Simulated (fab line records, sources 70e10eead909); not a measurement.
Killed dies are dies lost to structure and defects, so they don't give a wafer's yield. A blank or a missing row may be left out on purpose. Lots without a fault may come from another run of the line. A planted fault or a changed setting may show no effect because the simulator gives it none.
Chamber matching | flow nand_harc | NHARC_A_CONTACT_ETCH_48 on rie_diel-09: 4 sister chambers
The step etches the open film in CF4, target depth 39 nm, time 65 s. 8 wafers are shown with their chamber, then 11 later ones without.

WAFERS WITH THEIR CHAMBER
wafer  | chamber | drypump_motor_current_A (A) | showerhead_plenum_p_Torr (Torr)
L079.4 | 0       | 5.75                        | 1.68
L077.1 | 0       | 5.77                        | 1.68
L078.2 | 3       | 6.10                        | 1.79
L078.4 | 1       | 5.45                        | 1.67
L083.1 | 3       | 6.08                        | 1.79
L083.4 | 1       | 5.45                        | 1.67
L083.6 | 2       | 5.98                        | 1.64
L086.1 | 2       | 5.97                        | 1.91

WAFERS WITHOUT THEIR CHAMBER
wafer  | drypump_motor_current_A (A) | showerhead_plenum_p_Torr (Torr)
L086.4 | 5.46                        | 1.67
L086.5 | 5.97                        | 1.91
L087.1 | 5.77                        | 1.68
L087.2 | 6.11                        | 1.79
L087.4 | 6.00                        | 1.91
L094.1 | 5.77                        | 1.68
L094.2 | 5.47                        | 1.67
L094.6 | 5.78                        | 1.68
L095.3 | 5.77                        | 1.68
L095.5 | 6.10                        | 1.79
L095.6 | 5.98                        | 1.91

WHICH CHAMBER EACH WENT THROUGH
wafer  | from the rows above | in truth
L086.4 | 1                   | 1
L086.5 | 2                   | 2
L087.1 | 0                   | 0
L087.2 | 3                   | 3
L087.4 | 2                   | 2
L094.1 | 0                   | 0
L094.2 | 1                   | 1
L094.6 | 0                   | 0
L095.3 | 0                   | 0
L095.5 | 3                   | 3
L095.6 | 2                   | 2
Placed correctly: 11 of 11. Can't be placed from these rows: 0. Placed wrongly: 0.
How it was worked out, from the rows above alone: a wafer's distance from a chamber is the root of the sum, over the readings, of the square of ((its reading less the chamber's mean) divided by the reading's scatter). The wafer belongs to the nearest chamber; if the next one is less than 2 further off, it can't be placed. A chamber's mean is the mean of its shown wafers. The scatter: the root of (the sum of the squares of (reading less its chamber's mean) over the shown wafers, divided by (wafers less chambers)).
